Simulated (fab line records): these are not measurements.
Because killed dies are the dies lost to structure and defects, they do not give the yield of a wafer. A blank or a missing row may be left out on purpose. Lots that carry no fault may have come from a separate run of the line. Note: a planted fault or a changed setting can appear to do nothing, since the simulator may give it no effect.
fab line records -- flow n5Finfet -- part 1 of 2: steps 1 to 19 of 25
record lots=5, wafers=15, lastDay=17
route steps=1938 shown BEOL_M6@1211
lots untouched by any fault: they come from a run of this same line in which no faults occurred
startH: start of the lot's first displayed wafer, in hours after the record's first day -- waitH: hours elapsed since this lot's preceding step -- " same as the row above -- L1.1+2: several wafers, shown together as one row -- - value missing, or start not given -- * or withheld: withheld -- < > ~ a bound
route shown NAME@n: NAME is a module with steps in the file, n the number in the route of the first one -- usual: average and standard deviation across the fault-free wafers -- same: alike in all rows -- chamber/n: place in a boat -- sites: readings site by site -- _std_site: standard deviation of those values -- _edge_site: outer sites' mean less inner sites' -- radiusMm: how far each site lies from the wafer's centre -- mask NAME#n: copy n -- behind: tool/chamber where the wafer was last shaped -- hold: reason for holding the lot/hours on hold/outcome of the hold -- device: the n, p or np transistor that did not switch -- end of line: the route-end tests of the same wafers -- a step without rows: its recipe alone -- killed: the dies lost at the first sort to structure and to defects; this is not the yield of the wafer -- map: a wafer's dies, marking killed ones x, the rest . and places with no die _
set.NAME: setting as actually run; set.NAME@STEP: the setting as run at that earlier step -- model.NAME: the simulator's own value behind a step, which no gauge read
a table for each step, a row for each wafer; lots at some steps of the route
services: when a tool's chamber went out of use (startH, in hours from the record's first day, below 0 if earlier), for how many hours, and the reason
## steps
# step N5_BEOL_M6_ETCH_61
# recipe chemistry=CF4, target=SiARC, targetDepthA=455, maskMaterial=CAR-ArF, timeS=75.8, ionEnergyEv=80, pressureMtorr=40, sourceW=545, biasW=36, Ar_flow_sccm=100, cf4FlowSccm=100, ends=cleared
# usual drypumpMotorCurrentA=5.8/0.51, etchRfOnTimeS=75.5/1.7, mfcArSccm=100.04/0.3, oesProductAu=0.67/0.059, rfVppV=184.2/1.3, showerheadPlenumPTorr=2.14/0.065, throttleValvePct=15.57/0.23
lot.wafer,tool,chamber,startH,waitH,drypumpMotorCurrentA,etchRfOnTimeS,mfcArSccm,oesProductAu,rfHoursCounterH,rfVppV,showerheadPlenumPTorr,throttleValvePct
L077.1,rieDiel-01,0,193.05,0.0,5.7,74.1,100.12,0.63,171,184.0,2.15,15.60
L077.2,rieDiel-01,1,193.05,0.0,6.4,76.0,99.77,0.67,122,183.1,2.07,15.45
L077.5,rieDiel-01,1,193.05,0.0,6.4,76.5,100.03,0.66,-,182.1,2.07,15.47
L078.2,rieDiel-01,2,208.59,0.0,6.3,74.8,100.27,0.83,4,184.2,2.11,15.17
L078.3,rieDiel-01,1,208.59,0.0,6.4,77.0,100.35,0.66,130,181.8,2.07,15.48
L078.5,rieDiel-01,2,208.59,0.0,6.3,75.9,100.35,0.82,-,184.0,2.11,15.17
L086.1,rieDiel-01,2,253.08,0.0,6.2,75.5,100.48,0.78,19,185.2,2.10,15.21
L086.4,rieDiel-01,0,253.08,0.0,5.7,74.2,100.17,0.62,192,184.0,2.14,15.63
L086.5,rieDiel-01,1,253.08,0.0,6.4,77.1,100.33,0.65,-,183.2,2.06,15.50
L097.1,rieDiel-01,0,320.80,0.0,5.7,74.4,100.02,0.61,216,184.1,2.14,15.69
L097.2,rieDiel-01,1,320.80,0.0,6.4,77.6,99.32,0.63,169,184.1,2.06,15.55
L097.4,rieDiel-01,2,320.80,0.0,6.2,75.4,100.16,0.74,43,183.7,2.09,15.24
L096.1,rieDiel-06,3,336.93,0.0,5.6,74.1,99.92,0.61,199,181.7,2.04,15.60
L096.2,rieDiel-06,2,336.93,0.0,5.9,75.0,100.04,0.64,174,184.8,2.22,15.74
L096.6,rieDiel-06,1,336.93,0.0,5.2,78.4,99.92,0.60,-,186.1,2.21,15.94
# step N5_BEOL_M6_ETCH_62
# recipe chemistry=N2/H2, target=SOC, targetDepthA=1100, overetchA=220, maskMaterial=SiARC, tempC=40, timeS=165, ionEnergyEv=200, pressureMtorr=30, sourceW=840, biasW=150, n2FlowSccm=200, h2FlowSccm=200
# usual drypumpMotorCurrentA=5.8/0.51, oesProductAu=0.66/0.055, rfVppV=523.8/2.3, showerheadPlenumPTorr=2.55/0.086, throttleValvePct=17.75/0.26
lot.wafer,tool,chamber,startH,waitH,drypumpMotorCurrentA,oesProductAu,rfHoursCounterH,rfVppV,showerheadPlenumPTorr,throttleValvePct
L077.1,rieDiel-01,0,193.13,0.1,5.7,0.62,171,524.4,2.53,17.65
L077.2,rieDiel-01,1,193.13,0.1,6.4,0.67,122,521.7,2.46,17.62
L077.5,rieDiel-01,1,193.13,0.1,6.4,0.66,-,522.0,2.45,17.63
L078.2,rieDiel-01,2,208.65,0.0,6.3,0.81,4,522.5,2.48,17.20
L078.3,rieDiel-01,1,208.65,0.0,6.4,0.66,130,520.9,2.45,17.63
L078.5,rieDiel-01,2,208.65,0.0,6.3,0.81,-,522.4,2.48,17.19
L086.1,rieDiel-01,2,253.14,0.0,6.3,0.77,19,523.0,2.47,17.22
L086.4,rieDiel-01,0,253.14,0.0,5.8,0.61,192,522.8,2.52,17.68
L086.5,rieDiel-01,1,253.14,0.0,6.4,0.64,-,522.4,2.45,17.65
L097.1,rieDiel-01,0,320.85,0.0,5.7,0.59,216,523.6,2.51,17.70
L097.2,rieDiel-01,1,320.85,0.0,6.4,0.63,169,521.8,2.44,17.69
L097.4,rieDiel-01,2,320.85,0.0,6.3,0.73,43,522.7,2.46,17.29
L096.1,rieDiel-06,3,336.98,0.0,5.6,0.60,199,520.9,2.43,17.81
L096.2,rieDiel-06,2,336.98,0.0,5.9,0.62,174,526.5,2.66,17.98
L096.6,rieDiel-06,1,336.98,0.0,5.2,0.60,-,526.0,2.63,17.99
# step N5_BEOL_M6_STRIP_68
# recipe chemistry=N2/H2, tempC=40, n2FlowSccm=200, h2FlowSccm=200, rfFrequencyHz=6e+07
lot.wafer,tool,chamber,startH,waitH
L077.1+2+5,rieDiel-01,"0,1,1",193.34,0.1
L078.2+3+5,rieDiel-01,"2,1,2",208.78,0.1
L086.1+4+5,rieDiel-01,"2,0,1",253.27,0.1
L097.1+2+4,rieDiel-01,"0,1,2",320.99,0.1
L096.1+2+6,rieDiel-06,"3,2,1",337.12,0.1
# step N5_BEOL_M6_STRIP_67
# recipe chemistry=CF4, resist=SiARC, powerW=300, biasPowerW=75, pressureMtorr=50, cf4FlowSccm=150, rfFrequencyHz=6e+07
# usual drypumpMotorCurrentA=5.8/0.51, oesProductAu=0.78/0.065, rfVppV=271.3/1.6, showerheadPlenumPTorr=1.80/0.056, throttleValvePct=13.54/0.24
lot.wafer,tool,chamber,startH,waitH,drypumpMotorCurrentA,oesProductAu,rfHoursCounterH,rfVppV,showerheadPlenumPTorr,throttleValvePct
L077.1,rieDiel-01,0,193.35,0.0,5.7,0.73,171,269.3,1.81,13.61
L077.2,rieDiel-01,1,193.35,0.0,6.4,0.79,123,271.0,1.73,13.42
L077.5,rieDiel-01,1,193.35,0.0,6.4,0.78,-,269.3,1.73,13.42
L078.2,rieDiel-01,2,208.79,0.0,6.3,0.96,4,270.3,1.76,13.10
L078.3,rieDiel-01,1,208.79,0.0,6.4,0.78,130,269.1,1.73,13.43
L078.5,rieDiel-01,2,208.79,0.0,6.2,0.96,-,269.8,1.76,13.10
L086.1,rieDiel-01,2,253.28,0.0,6.3,0.92,19,270.3,1.75,13.14
L086.4,rieDiel-01,0,253.28,0.0,5.7,0.72,192,270.5,1.81,13.67
L086.5,rieDiel-01,1,253.28,0.0,6.4,0.76,-,267.5,1.72,13.46
L097.1,rieDiel-01,0,321.00,0.0,5.7,0.70,216,270.1,1.80,13.70
L097.2,rieDiel-01,1,321.00,0.0,6.4,0.74,169,271.5,1.72,13.52
L097.4,rieDiel-01,2,321.00,0.0,6.2,0.87,43,269.6,1.75,13.20
L096.1,rieDiel-06,3,337.13,0.0,5.6,0.71,199,270.1,1.71,13.57
L096.2,rieDiel-06,2,337.13,0.0,5.9,0.72,174,273.2,1.85,13.69
L096.6,rieDiel-06,1,337.13,0.0,5.2,0.71,-,272.8,1.86,13.95
# step N5_BEOL_M6_HM_OPEN_17
# recipe chemistry=Cl2/BCl3, targetDepthA=200, overetchA=60, target=TiN, maskMaterial=SOC, ionEnergyEv=150, pressureMtorr=10, icpW=1000, biasW=126, Cl2_flow_sccm=53.25, bcl3FlowSccm=21.75, Ar_flow_sccm=25
# usual drypumpMotorCurrentA=5.75/0.23, mfcArSccm=25.00/0.081, mfcCl2Sccm=53.25/0.17, oesProductAu=0.70/0.062, throttleValvePct=21.97/0.23
lot.wafer,tool,chamber,startH,waitH,drypumpMotorCurrentA,mfcArSccm,mfcCl2Sccm,oesProductAu,rfHoursCounterH,throttleValvePct
L077.1,rieMetal-01,0,193.40,0.0,5.59,25.00,53.14,0.69,22,21.79
L077.2,rieMetal-01,1,193.40,0.0,6.00,25.06,53.31,0.60,68,22.39
L077.5,rieMetal-01,0,193.40,0.0,5.60,25.02,53.14,0.72,-,21.79
L078.2,rieMetal-02,0,208.83,0.0,5.49,24.98,53.55,0.71,30,21.93
L078.3,rieMetal-02,0,208.83,0.0,5.53,24.97,53.58,0.70,-,21.93
L078.5,rieMetal-02,0,208.83,0.0,5.52,25.01,53.17,0.71,-,21.92
L086.1,rieMetal-03,0,253.32,0.0,5.49,25.00,53.20,0.78,5,22.13
L086.4,rieMetal-03,1,253.32,0.0,6.07,24.96,53.23,0.62,-,22.10
L086.5,rieMetal-03,0,253.32,0.0,5.46,25.09,53.23,0.78,-,22.12
L097.1,rieMetal-02,0,321.04,0.0,5.53,24.94,52.87,0.69,39,21.94
L097.2,rieMetal-02,1,321.04,0.0,5.95,24.96,53.63,0.71,17,21.72
L097.4,rieMetal-02,0,321.04,0.0,5.55,24.92,53.44,0.68,-,21.95
L096.1,rieMetal-01,0,337.17,0.0,5.60,25.11,53.47,0.67,33,21.79
L096.2,rieMetal-01,1,337.17,0.0,5.96,24.85,53.22,0.59,81,22.40
L096.6,rieMetal-01,0,337.17,0.0,5.62,25.13,53.00,0.66,-,21.81
# step N5_BEOL_M6_STRIP_19
# recipe chemistry=O2, powerW=400, tempC=40, pressureMtorr=30, rfFrequencyHz=6e+07, biasPowerW=0, overashFraction=0.2, o2FlowSccm=225
# usual drypumpMotorCurrentA=5.8/0.52, oesProductAu=0.78/0.07, rfVppV=3.6/0.63, showerheadPlenumPTorr=2.10/0.073, throttleValvePct=16.62/0.21
lot.wafer,tool,chamber,startH,waitH,drypumpMotorCurrentA,oesProductAu,rfHoursCounterH,rfVppV,showerheadPlenumPTorr,throttleValvePct
L077.1,rieDiel-01,0,193.58,0.1,5.8,0.73,172,3.7,2.11,16.64
L077.2,rieDiel-01,1,193.58,0.1,6.4,0.79,123,3.3,2.04,16.59
L077.5,rieDiel-01,0,193.58,0.1,5.8,0.73,-,3.4,2.11,16.62
L078.2,rieDiel-06,3,209.02,0.2,5.6,0.74,160,3.3,1.99,16.45
L078.3,rieDiel-06,2,209.02,0.2,5.9,0.76,134,4.0,2.18,16.63
L078.5,rieDiel-06,2,209.02,0.2,5.9,0.76,-,3.5,2.18,16.63
L086.1,rieDiel-01,3,253.51,0.2,5.3,0.83,84,3.8,2.03,16.53
L086.4,rieDiel-01,1,253.51,0.2,6.4,0.75,145,3.9,2.03,16.62
L086.5,rieDiel-01,1,253.51,0.2,6.4,0.76,-,3.7,2.03,16.64
L097.1,rieDiel-06,2,321.27,0.2,5.9,0.74,168,3.2,2.16,16.70
L097.2,rieDiel-06,0,321.27,0.2,6.7,0.85,55,3.6,2.14,16.61
L097.4,rieDiel-06,1,321.27,0.2,5.2,0.73,181,3.6,2.19,17.05
L096.1,rieDiel-02,1,337.29,0.1,5.5,0.94,16,3.7,2.13,16.21
L096.2,rieDiel-02,2,337.29,0.1,5.1,0.79,114,3.7,2.00,16.31
L096.6,rieDiel-02,0,337.29,0.1,6.1,0.77,-,2.1,2.11,16.41
# step N5_BEOL_M6_CD_MEAS_18
# recipe pitchNm=80, targetCdNm=40
# usual cdNm=40.3/0.56
lot.wafer,tool,chamber,startH,waitH,cdNm
L077.1,cdSem-01,-,193.67,0.1,40.1
L077.2,cdSem-01,-,193.67,0.1,40.0
L077.5,cdSem-01,-,193.67,0.1,40.7
L078.2,cdSem-01,-,209.09,0.1,41.3
L078.3,cdSem-01,-,209.09,0.1,40.7
L078.5,cdSem-01,-,209.09,0.1,41.3
L086.1,cdSem-02,-,253.58,0.0,40.2
L086.4,cdSem-02,-,253.58,0.0,40.3
L086.5,cdSem-02,-,253.58,0.0,39.9
L097.1,cdSem-03,-,321.34,0.0,39.8
L097.2,cdSem-03,-,321.34,0.0,40.4
L097.4,cdSem-03,-,321.34,0.0,40.3
L096.1,cdSem-03,-,337.36,0.0,39.9
L096.2,cdSem-03,-,337.36,0.0,40.6
L096.6,cdSem-03,-,337.36,0.0,40.3
# step N5_BEOL_M6_COAT_63
# recipe resist=SOC, tempC=250, timeS=60, spinRpm=1500, resistThkNm=60
# usual heaterPowerTotalW=500.6/1.8, resistLineTempC=22.98/0.11
lot.wafer,tool,chamber,startH,waitH,heaterPowerTotalW,resistLineTempC
L077.1,lithoTrack-02,0,193.71,0.0,500.1,22.93
L077.2,lithoTrack-02,0,193.71,0.0,500.6,23.01
L077.5,lithoTrack-02,0,193.71,0.0,500.9,22.99
L078.2,lithoTrack-01,0,210.52,1.4,499.5,22.99
L078.3,lithoTrack-01,0,210.52,1.4,500.4,23.04
L078.5,lithoTrack-01,0,210.52,1.4,502.9,23.10
L086.1,lithoTrack-02,0,255.81,2.2,497.8,22.99
L086.4,lithoTrack-02,0,255.81,2.2,497.8,22.95
L086.5,lithoTrack-02,0,255.81,2.2,500.4,22.91
L097.1,lithoTrack-02,0,322.47,1.1,502.5,22.97
L097.2,lithoTrack-02,0,322.47,1.1,500.3,22.88
L097.4,lithoTrack-02,0,322.47,1.1,501.0,22.81
L096.1,lithoTrack-04,0,337.54,0.2,497.8,23.14
L096.2,lithoTrack-04,0,337.54,0.2,500.9,23.03
L096.6,lithoTrack-04,0,337.54,0.2,498.1,22.91
# step N5_BEOL_M6_COAT_64
# recipe resist=SiARC, tempC=220, timeS=60, spinRpm=1500, resistThkNm=12
# usual heaterPowerTotalW=427.4/2, resistLineTempC=22.99/0.1
lot.wafer,tool,chamber,startH,waitH,heaterPowerTotalW,resistLineTempC
L077.1,lithoTrack-02,0,-,-,424.9,22.97
L077.2,lithoTrack-02,0,-,-,427.1,23.07
L077.5,lithoTrack-02,0,-,-,426.1,23.12
L078.2,lithoTrack-01,0,-,-,427.5,23.20
L078.3,lithoTrack-01,0,-,-,427.4,22.94
L078.5,lithoTrack-01,0,-,-,425.9,23.02
L086.1,lithoTrack-02,0,-,-,425.5,22.90
L086.4,lithoTrack-02,0,-,-,427.5,22.86
L086.5,lithoTrack-02,0,-,-,429.1,23.02
L097.1,lithoTrack-02,0,-,-,424.2,22.97
L097.2,lithoTrack-02,0,-,-,429.6,23.12
L097.4,lithoTrack-02,0,-,-,425.0,23.11
L096.1,lithoTrack-04,0,-,-,430.8,22.95
L096.2,lithoTrack-04,0,-,-,430.1,23.05
L096.6,lithoTrack-04,0,-,-,429.2,22.91
# step N5_BEOL_M6_COAT_71
# recipe resist=underlayer, tempC=205, timeS=60, spinRpm=1500, resistThkNm=5
# usual heaterPowerTotalW=391.8/1.3, resistLineTempC=23.01/0.1
lot.wafer,tool,chamber,startH,waitH,heaterPowerTotalW,resistLineTempC
L077.1,lithoTrack-02,0,-,-,390.9,23.08
L077.2,lithoTrack-02,0,-,-,393.2,23.08
L077.5,lithoTrack-02,0,-,-,393.5,22.86
L078.2,lithoTrack-01,0,-,-,390.2,23.06
L078.3,lithoTrack-01,0,-,-,391.3,23.03
L078.5,lithoTrack-01,0,-,-,391.6,23.33
L086.1,lithoTrack-02,0,-,-,391.3,22.91
L086.4,lithoTrack-02,0,-,-,392.4,22.85
L086.5,lithoTrack-02,0,-,-,392.5,23.01
L097.1,lithoTrack-02,0,-,-,392.0,22.92
L097.2,lithoTrack-02,0,-,-,393.8,22.99
L097.4,lithoTrack-02,0,-,-,390.2,22.87
L096.1,lithoTrack-04,0,-,-,391.1,23.07
L096.2,lithoTrack-04,0,-,-,394.0,22.94
L096.6,lithoTrack-04,0,-,-,390.3,22.88
# step N5_BEOL_M6_COAT_22
# recipe resist=CAR-EUV, spinRpm=1500, resistThkNm=30
# usual resistLineTempC=23.03/0.095
lot.wafer,tool,chamber,startH,waitH,resistLineTempC
L077.1,lithoTrack-02,0,-,-,23.02
L077.2,lithoTrack-02,0,-,-,23.13
L077.5,lithoTrack-02,0,-,-,23.05
L078.2,lithoTrack-01,0,-,-,22.98
L078.3,lithoTrack-01,0,-,-,23.08
L078.5,lithoTrack-01,0,-,-,23.06
L086.1,lithoTrack-02,0,-,-,23.13
L086.4,lithoTrack-02,0,-,-,22.91
L086.5,lithoTrack-02,0,-,-,23.06
L097.1,lithoTrack-02,0,-,-,23.03
L097.2,lithoTrack-02,0,-,-,23.05
L097.4,lithoTrack-02,0,-,-,23.16
L096.1,lithoTrack-04,0,-,-,23.15
L096.2,lithoTrack-04,0,-,-,22.96
L096.6,lithoTrack-04,0,-,-,22.95
# step N5_BEOL_M6_EBR_24
# recipe solvent=PGMEA, ebrWidthMm=1.5
# usual resistLineTempC=23.00/0.1
lot.wafer,tool,chamber,startH,waitH,resistLineTempC
L077.1,lithoTrack-02,0,-,-,22.89
L077.2,lithoTrack-02,0,-,-,22.82
L077.5,lithoTrack-02,0,-,-,23.01
L078.2,lithoTrack-01,0,-,-,22.97
L078.3,lithoTrack-01,0,-,-,22.89
L078.5,lithoTrack-01,0,-,-,23.18
L086.1,lithoTrack-02,0,-,-,23.07
L086.4,lithoTrack-02,0,-,-,22.93
L086.5,lithoTrack-02,0,-,-,22.85
L097.1,lithoTrack-02,0,-,-,23.01
L097.2,lithoTrack-02,0,-,-,22.88
L097.4,lithoTrack-02,0,-,-,22.99
L096.1,lithoTrack-04,0,-,-,23.02
L096.2,lithoTrack-04,0,-,-,23.00
L096.6,lithoTrack-04,0,-,-,23.02
# step N5_BEOL_M6_SOFTBAKE_23
# recipe tempC=110, timeS=60, resist=CAR-EUV
# usual heaterPowerTotalW=175.2/1.7, resistLineTempC=22.99/0.11
lot.wafer,tool,chamber,startH,waitH,heaterPowerTotalW,resistLineTempC
L077.1,lithoTrack-02,0,-,-,174.0,23.03
L077.2,lithoTrack-02,0,-,-,173.0,23.27
L077.5,lithoTrack-02,0,-,-,177.5,23.15
L078.2,lithoTrack-01,0,-,-,174.2,22.93
L078.3,lithoTrack-01,0,-,-,174.2,22.95
L078.5,lithoTrack-01,0,-,-,175.4,22.93
L086.1,lithoTrack-02,0,-,-,177.5,23.10
L086.4,lithoTrack-02,0,-,-,173.5,22.97
L086.5,lithoTrack-02,0,-,-,176.0,22.88
L097.1,lithoTrack-02,0,-,-,176.2,22.90
L097.2,lithoTrack-02,0,-,-,173.0,22.97
L097.4,lithoTrack-02,0,-,-,173.9,22.86
L096.1,lithoTrack-04,0,-,-,177.5,22.98
L096.2,lithoTrack-04,0,-,-,173.3,23.28
L096.6,lithoTrack-04,0,-,-,177.0,23.00
# step N5_BEOL_M6_EXPOSE_25
# recipe maskId=V5, na=0.33, sourceShape=annular, sigmaInner=0.4, sigmaOuter=0.8, polarization=unpolarized, targetCdNm=40, doseMj=45
lot.wafer,tool,chamber,startH,waitH,mask
L077.1+2+5,euvScanner-01,0,194.06,-,V5#0
L078.2+3+5,euvScanner-01,0,210.67,-,V5#0
L086.1+4+5,euvScanner-01,0,255.98,-,V5#0
L097.1+2+4,euvScanner-01,0,322.61,-,V5#0
L096.1+2+6,euvScanner-02,0,337.80,-,V5#0
# step N5_BEOL_M6_PEB_26
# recipe pebTempC=100, pebTimeS=60, resist=CAR-EUV
# usual heaterPowerTotalW=154.0/1.1, resistLineTempC=23.00/0.12
lot.wafer,tool,chamber,startH,waitH,heaterPowerTotalW,resistLineTempC
L077.1,lithoTrack-01,0,194.12,0.1,153.4,22.95
L077.2,lithoTrack-01,0,194.12,0.1,155.3,23.03
L077.5,lithoTrack-01,0,194.12,0.1,153.8,22.99
L078.2,lithoTrack-01,0,210.73,0.1,154.3,22.85
L078.3,lithoTrack-01,0,210.73,0.1,152.7,23.01
L078.5,lithoTrack-01,0,210.73,0.1,154.8,22.89
L086.1,lithoTrack-02,0,256.05,0.1,154.8,23.01
L086.4,lithoTrack-02,0,256.05,0.1,155.3,23.01
L086.5,lithoTrack-02,0,256.05,0.1,152.7,23.15
L097.1,lithoTrack-01,0,322.68,0.1,154.1,23.07
L097.2,lithoTrack-01,0,322.68,0.1,153.4,22.99
L097.4,lithoTrack-01,0,322.68,0.1,153.3,23.01
L096.1,lithoTrack-01,0,337.86,0.1,155.4,22.95
L096.2,lithoTrack-01,0,337.86,0.1,153.6,23.00
L096.6,lithoTrack-01,0,337.86,0.1,153.2,23.21
# step N5_BEOL_M6_DEVELOP_27
# recipe developTimeS=30, developer=TMAH, resist=CAR-EUV, rinseLiquid=surfactantRinse, dry=airSpin, devTempC=23
# usual resistLineTempC=22.99/0.1
# same developTimeS=30
lot.wafer,tool,chamber,startH,waitH,resistLineTempC
L077.1,lithoTrack-01,0,-,-,23.10
L077.2,lithoTrack-01,0,-,-,22.97
L077.5,lithoTrack-01,0,-,-,23.14
L078.2,lithoTrack-01,0,-,-,22.94
L078.3,lithoTrack-01,0,-,-,22.96
L078.5,lithoTrack-01,0,-,-,23.02
L086.1,lithoTrack-02,0,-,-,23.01
L086.4,lithoTrack-02,0,-,-,22.94
L086.5,lithoTrack-02,0,-,-,22.84
L097.1,lithoTrack-01,0,-,-,23.03
L097.2,lithoTrack-01,0,-,-,23.02
L097.4,lithoTrack-01,0,-,-,22.99
L096.1,lithoTrack-01,0,-,-,23.05
L096.2,lithoTrack-01,0,-,-,22.93
L096.6,lithoTrack-01,0,-,-,22.99
# step N5_BEOL_M6_CD_MEAS_28
# recipe targetCdNm=40, landingEnergyEv=500, detector=seInlens
# usual cdNm=40.03/0.25
lot.wafer,tool,chamber,startH,waitH,cdNm
L077.1,cdSem-01,0,194.19,-,39.89
L077.2,cdSem-01,0,194.19,-,39.68
L077.5,cdSem-01,0,194.19,-,40.10
L078.2,cdSem-03,0,210.80,-,40.46
L078.3,cdSem-03,0,210.80,-,40.11
L078.5,cdSem-03,0,210.80,-,40.43
L086.1,cdSem-03,0,256.12,-,40.15
L086.4,cdSem-03,0,256.12,-,40.01
L086.5,cdSem-03,0,256.12,-,39.84
L097.1,cdSem-01,0,322.74,-,40.10
L097.2,cdSem-01,0,322.74,-,40.65
L097.4,cdSem-01,0,322.74,-,39.85
L096.1,cdSem-01,0,337.93,-,40.30
L096.2,cdSem-01,0,337.93,-,39.97
L096.6,cdSem-01,0,337.93,-,40.27
# step N5_BEOL_M6_OVL_MEAS_29
# recipe pointsPerWafer=522
# usual V5_OVL=0.3/0.74
lot.wafer,tool,chamber,startH,waitH,V5_OVL[nm]
L077.1,overlay-01,0,194.22,0.0,0.5
L077.2,overlay-01,0,194.22,0.0,0.4
L077.5,overlay-01,0,194.22,0.0,-0.6
L078.2,overlay-02,0,210.83,0.0,0.4
L078.3,overlay-02,0,210.83,0.0,0.0
L078.5,overlay-02,0,210.83,0.0,0.4
L086.1,overlay-01,0,256.15,0.0,-0.4
L086.4,overlay-01,0,256.15,0.0,-0.1
L086.5,overlay-01,0,256.15,0.0,-0.3
L097.1,overlay-01,0,322.77,0.0,-0.6
L097.2,overlay-01,0,322.77,0.0,0.2
L097.4,overlay-01,0,322.77,0.0,-0.6
L096.1,overlay-01,0,337.96,0.0,1.1
L096.2,overlay-01,0,337.96,0.0,1.7
L096.6,overlay-01,0,337.96,0.0,1.0
# step N5_BEOL_M6_INSPECT_30
# recipe mode=adi, inspectInstrument=brightfield
# usual rawDefectCount=442/91
lot.wafer,tool,chamber,startH,waitH,rawDefectCount
L077.1,defectInspect-02,-,194.29,0.1,626
L077.2,defectInspect-02,-,194.29,0.1,410
L077.5,defectInspect-02,-,194.29,0.1,316
L078.2,defectInspect-02,-,210.88,0.0,529
L078.3,defectInspect-02,-,210.88,0.0,470
L078.5,defectInspect-02,-,210.88,0.0,501
L086.1,defectInspect-02,-,256.20,0.1,648
L086.4,defectInspect-02,-,256.20,0.1,432
L086.5,defectInspect-02,-,256.20,0.1,549
L097.1,defectInspect-01,-,322.83,0.1,567
L097.2,defectInspect-01,-,322.83,0.1,371
L097.4,defectInspect-01,-,322.83,0.1,397
L096.1,defectInspect-02,-,338.02,0.1,407
L096.2,defectInspect-02,-,338.02,0.1,503
L096.6,defectInspect-02,-,338.02,0.1,512
